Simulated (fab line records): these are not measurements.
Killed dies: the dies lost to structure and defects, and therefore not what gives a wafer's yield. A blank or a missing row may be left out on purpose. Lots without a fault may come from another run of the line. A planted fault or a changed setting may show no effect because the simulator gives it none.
The tool behind it: which one? + flow nand-harc + 36 wafers from 12 lots sampled at 5 of the route's 1302 steps

## WHAT THE GAUGES SHOWED, per wafer
NHARC_END_SORT_01.
| lot  | measured     | on        | killed-at-array | killed-at-other | killed-at-periphery | killed-dies | killed-open | killed-short |
|------|--------------|-----------|-----------------|-----------------|---------------------|-------------|-------------|--------------|
| L223 | day 24 12:20 | prober-01 | 86 101 78       | 0 0 0           | 6 5 4               | 92 106 82   | 5 3 4       | 6 2 2        |
| L225 | day 25 05:31 | prober-02 | 68 81 87        | 0 0 0           | 4 2 0               | 72 83 87    | 2 3 4       | 4 2 3        |
| L226 | day 25 12:31 | prober-02 | 85 82 82        | 0 0 0           | 3 3 5               | 88 85 87    | 5 6 5       | 3 2 0        |
| L232 | day 30 07:30 | prober-02 | 668 672 669     | 1 3 0           | 8 2 8               | 677 677 677 | 5 2 3       | 1 1 0        |
| L233 | day 30 02:42 | prober-02 | 673 674 674     | 0 0 1           | 4 3 2               | 677 677 677 | 6 5 0       | 0 4 2        |
| L240 | day 31 05:10 | prober-02 | 47 49 46        | 2 6 2           | 1 3 1               | 50 58 49    | 2 2 5       | 1 2 1        |
| L242 | day 32 09:23 | prober-01 | 72 56 51        | 0 0 0           | 4 2 4               | 76 58 55    | 4 0 2       | 1 1 3        |
| L243 | day 32 20:16 | prober-01 | 53 62 71        | 0 0 0           | 3 1 0               | 56 63 71    | 3 5 3       | 2 3 3        |

## WHAT TOOL EACH LOT RAN ON (gives the tool, then ch and the chambers of the sampled wafers, and finally the start)
| lot  | NHARC_A_STAIRCASE_ETCH_313         | NHARC_A_STAIRCASE_DEP_417       | NHARC_A_STAIRCASE_DEP_325       | NHARC_A_STAIRCASE_DESCUM_443       |
|------|------------------------------------|---------------------------------|---------------------------------|------------------------------------|
| L223 | rie-diel-08 ch 0,1,2, day 17 10:02 | pecvd-02 ch 0,1,2, day 17 14:05 | pecvd-01 ch 0,2, day 18 14:13   | rie-diel-08 ch 0,1,2, day 18 21:54 |
| L225 | rie-diel-03 ch 1,3, day 17 22:34   | pecvd-03 ch 1,2, day 18 02:41   | pecvd-03 ch 0,1,2, day 19 05:31 | rie-diel-10 ch 0,1, day 19 13:46   |
| L226 | rie-diel-10 ch 1,2,3, day 18 02:22 | pecvd-03 ch 1,2, day 18 06:34   | pecvd-01 ch 0,1, day 19 09:32   | rie-diel-10 ch 0,1,2, day 19 18:35 |
| L229 | rie-diel-10 ch 1,3, day 19 05:48   | pecvd-01 ch 0,1, day 19 11:19   | pecvd-01 ch 0,1, day 20 13:26   | rie-diel-03 ch 0,2, day 21 00:38   |
| L228 | rie-diel-03 ch 1,2, day 19 07:44   | pecvd-01 ch 0,1,2, day 19 14:47 | pecvd-03 ch 1,2, day 20 13:23   | rie-diel-10 ch 0,1,3, day 21 00:48 |
| L232 | rie-diel-03 ch 1,2,3, day 21 15:06 | pecvd-03 ch 0,1,2, day 21 19:08 | pecvd-03 ch 0,1,2, day 23 02:17 | rie-diel-03 ch 0,1,2, day 23 14:07 |
| L233 | rie-diel-03 ch 1,2, day 22 02:59   | pecvd-03 ch 0,2, day 22 07:04   | pecvd-03 ch 1,2, day 23 08:19   | rie-diel-10 ch 0,2, day 23 19:33   |
| L240 | rie-diel-10 ch 2,3, day 23 13:38   | pecvd-01 ch 0,2, day 23 18:59   | pecvd-02 ch 0,1,2, day 25 01:10 | rie-diel-10 ch 0,2,3, day 25 12:14 |
| L242 | rie-diel-08 ch 1,2,3, day 24 23:40 | pecvd-02 ch 0,1,2, day 25 03:46 | pecvd-03 ch 0,1,2, day 26 11:43 | rie-diel-03 ch 0,2,3, day 26 20:18 |
| L243 | rie-diel-08 ch 0,1,2, day 25 07:15 | pecvd-01 ch 0,1,2, day 25 13:07 | pecvd-02 ch 0,1,2, day 26 16:37 | rie-diel-08 ch 0,1, day 27 03:33   |
| L244 | rie-diel-08 ch 0,3, day 26 06:06   | pecvd-02 ch 0,2, day 26 11:37   | pecvd-02 ch 0,1,2, day 27 11:13 | rie-diel-10 ch 0,1,2, day 27 20:08 |
| L246 | rie-diel-08 ch 1,2, day 26 19:15   | pecvd-03 ch 0,2, day 26 23:24   | pecvd-01 ch 0,1, day 28 02:27   | rie-diel-08 ch 1,3, day 28 10:28   |
- NHARC_A_STAIRCASE_ETCH_313: etches the open film in CF4/CHF3.
- NHARC_A_STAIRCASE_DEP_417: deposits Si3N4, target thk 60 nm.
- NHARC_A_STAIRCASE_DEP_325: deposits SiO2, target thk 7200 nm.
- NHARC_A_STAIRCASE_DESCUM_443: chemistry O2, time 3 s.

## AS READ BY THE TOOLS THEMSELVES (means over the sampled wafers that have a number; for cases with no such wafer, the mark the record gives instead)
NHARC_A_STAIRCASE_ETCH_313.
| lot  | tool        | chf3-flow-sccm (sccm) | drypump-motor-current-A (A) | oes-product-au (a.u.) | rf-vpp-V (V) | showerhead-plenum-p-Torr (Torr) | throttle-valve-pct (%) |
|------|-------------|-----------------------|-----------------------------|-----------------------|--------------|---------------------------------|------------------------|
| L223 | rie-diel-08 | 30.01                 | 5.8                         | 0.982                 | 372.1        | 1.63                            | 16.802                 |
| L225 | rie-diel-03 | 29.93                 | 6.1                         | 0.914                 | 368.6        | 1.51                            | 16.807                 |
| L226 | rie-diel-10 | 30.10                 | 5.5                         | 0.922                 | 368.5        | 1.50                            | 16.801                 |
| L229 | rie-diel-10 | 30.04                 | 5.8                         | 0.967                 | 369.3        | 1.55                            | 16.812                 |
| L228 | rie-diel-03 | 30.10                 | 6.1                         | 0.917                 | 367.8        | 1.47                            | 16.793                 |
| L232 | rie-diel-03 | 30.02                 | 5.9                         | 0.942                 | 372.0        | 1.58                            | 16.802                 |
| L233 | rie-diel-03 | 30.05                 | 5.9                         | 0.921                 | 371.7        | 1.62                            | 16.802                 |
| L240 | rie-diel-10 | 30.02                 | 5.4                         | 0.923                 | 373.9        | 1.65                            | 16.798                 |
| L242 | rie-diel-08 | 29.98                 | 6.0                         | 0.926                 | 373.2        | 1.64                            | 16.806                 |
| L243 | rie-diel-08 | 30.05                 | 5.8                         | 0.927                 | 371.8        | 1.62                            | 16.794                 |
| L244 | rie-diel-08 | 29.97                 | 6.2                         | 0.933                 | 374.2        | 1.67                            | 16.795                 |
| L246 | rie-diel-08 | 29.92                 | 5.8                         | 0.931                 | 371.5        | 1.61                            | 16.806                 |

NHARC_A_STAIRCASE_DEP_417.
| lot  | tool     | heater-power-w (W) |
|------|----------|--------------------|
| L223 | pecvd-02 | 716                |
| L225 | pecvd-03 | 762                |
| L226 | pecvd-03 | 713                |
| L229 | pecvd-01 | 759                |
| L228 | pecvd-01 | 778                |
| L232 | pecvd-03 | 762                |
| L233 | pecvd-03 | 742                |
| L240 | pecvd-01 | 727                |
| L242 | pecvd-02 | 802                |
| L243 | pecvd-01 | 783                |
| L244 | pecvd-02 | 651                |
| L246 | pecvd-03 | 687                |

NHARC_A_STAIRCASE_DEP_325.
| lot  | tool     | heater-power-w (W) |
|------|----------|--------------------|
| L223 | pecvd-01 | 679                |
| L225 | pecvd-03 | 662                |
| L226 | pecvd-01 | 779                |
| L229 | pecvd-01 | 794                |
| L228 | pecvd-03 | 697                |
| L232 | pecvd-03 | 729                |
| L233 | pecvd-03 | 647                |
| L240 | pecvd-02 | 669                |
| L242 | pecvd-03 | 791                |
| L243 | pecvd-02 | 679                |
| L244 | pecvd-02 | 686                |
| L246 | pecvd-01 | 843                |

NHARC_A_STAIRCASE_DESCUM_443.
| lot  | tool        | drypump-motor-current-A (A) | oes-product-au (a.u.) | rf-vpp-V (V) | showerhead-plenum-p-Torr (Torr) | throttle-valve-pct (%) |
|------|-------------|-----------------------------|-----------------------|--------------|---------------------------------|------------------------|
| L223 | rie-diel-08 | 5.8                         | 1.004                 | 58.2         | 1.98                            | 11.314                 |
| L225 | rie-diel-10 | 5.7                         | 0.996                 | 58.0         | 1.81                            | 11.312                 |
| L226 | rie-diel-10 | 5.4                         | 0.990                 | 58.1         | 1.85                            | 11.311                 |
| L229 | rie-diel-03 | 5.6                         | 1.003                 | 58.4         | 2.06                            | 11.312                 |
| L228 | rie-diel-10 | 5.6                         | 0.995                 | 58.1         | 1.91                            | 11.316                 |
| L232 | rie-diel-03 | 5.9                         | 0.987                 | 57.2         | 1.95                            | 11.315                 |
| L233 | rie-diel-10 | 5.2                         | 1.007                 | 57.9         | 1.87                            | 11.313                 |
| L240 | rie-diel-10 | 5.3                         | 1.001                 | 57.6         | 1.94                            | 11.309                 |
| L242 | rie-diel-03 | 5.6                         | 1.013                 | 58.4         | 1.98                            | 11.314                 |
| L243 | rie-diel-08 | 5.9                         | 0.995                 | 57.8         | 1.97                            | 11.307                 |
| L244 | rie-diel-10 | 5.4                         | 0.995                 | 58.1         | 1.83                            | 11.315                 |
| L246 | rie-diel-08 | 6.0                         | 1.004                 | 57.6         | 1.99                            | 11.306                 |

## THE ANSWER, worked out from the rows above alone
Rule: the usual values come from the lots themselves. Put in order of their means at a reading, lots are off if they are a third of the lots or fewer, leave a main group of 4 or more, and stand apart from it by a gap of 3 or more times the standard deviation of the main group's means; of several such gaps the widest counts. If all means in a main group match to the digits the tables above print for the reading, that group is not used. Also off: a lot with no number at a reading for which 4 or more lots have one. Any other lot the step has rows for is counted as sound. After the gauges, taken in route order, come the tools' own readings; for these a lot's mean is taken, as printed above. At the first step where some lot is off, the reading lying furthest off is the one used; lots without a number count as furthest.
Off at NHARC_END_SORT_01 (killed-at-array): L232, L233. Mean 70 and standard deviation 15 in the main group. Neither off nor sound, because the step has no rows for them: L229, L228, L244, L246.
If a tool, at a process step before that reading, ran all the lots that are off and no sound lot after the first of them, it fits. Those tools and the gauges at NHARC_END_SORT_01 are tried in the same way. Undecided on this evidence; 2 tools fit (rie-diel-03 at NHARC_A_STAIRCASE_ETCH_313, pecvd-03 at NHARC_A_STAIRCASE_DEP_417).

## WHAT WAS PUT IN BY THE SIMULATOR
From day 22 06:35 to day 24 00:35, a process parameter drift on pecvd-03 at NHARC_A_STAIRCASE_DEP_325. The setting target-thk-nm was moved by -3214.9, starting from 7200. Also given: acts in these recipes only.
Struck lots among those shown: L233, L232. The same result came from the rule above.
